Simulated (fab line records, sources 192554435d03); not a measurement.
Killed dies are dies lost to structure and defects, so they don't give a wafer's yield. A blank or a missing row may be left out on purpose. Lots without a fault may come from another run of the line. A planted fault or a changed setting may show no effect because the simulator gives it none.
Chamber matching | flow n5_finfet | N5_ZERO_LAYER_DESCUM_16 on rie_diel-04: 4 sister chambers
The step chemistry O2, time 7.9 s. 8 wafers are shown with their chamber, then 10 later ones without.

WAFERS WITH THEIR CHAMBER
wafer  | chamber | throttle_valve_pct (%) | showerhead_plenum_p_Torr (Torr)
L074.5 | 0       | 20.7                   | 2.10
L081.1 | 1       | 20.0                   | 2.18
L082.6 | 3       | 20.2                   | 2.17
L084.1 | 0       | 20.8                   | 2.09
L084.2 | 2       | 20.8                   | 2.21
L084.5 | 1       | 20.0                   | 2.17
L087.2 | 3       | 20.3                   | 2.16
L087.4 | 2       | 20.8                   | 2.20

WAFERS WITHOUT THEIR CHAMBER
wafer  | throttle_valve_pct (%) | showerhead_plenum_p_Torr (Torr)
L087.6 | 20.0                   | 2.17
L091.4 | 20.3                   | 2.16
L091.5 | 20.8                   | 2.20
L091.6 | 20.1                   | 2.17
L092.1 | 20.0                   | 2.17
L092.2 | 20.8                   | 2.20
L092.4 | 20.3                   | 2.16
L095.2 | 20.8                   | 2.08
L095.4 | 20.3                   | 2.16
L095.5 | 20.8                   | 2.08

WHICH CHAMBER EACH WENT THROUGH
wafer  | from the rows above     | in truth
L087.6 | 1                       | 1
L091.4 | 3                       | 3
L091.5 | 2                       | 2
L091.6 | can't be placed: 1 or 3 | 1
L092.1 | 1                       | 1
L092.2 | 2                       | 2
L092.4 | 3                       | 3
L095.2 | 0                       | 0
L095.4 | 3                       | 3
L095.5 | 0                       | 0
Placed correctly: 9 of 10. Can't be placed from these rows: 1 (the true chamber is among the candidates in 1). Placed wrongly: 0.
How it was worked out, from the rows above alone: a wafer's distance from a chamber is the root of the sum, over the readings, of the square of ((its reading less the chamber's mean) divided by the reading's scatter). The wafer belongs to the nearest chamber; if the next one is less than 2 further off, it can't be placed. A chamber's mean is the mean of its shown wafers. The scatter: the root of (the sum of the squares of (reading less its chamber's mean) over the shown wafers, divided by (wafers less chambers)).
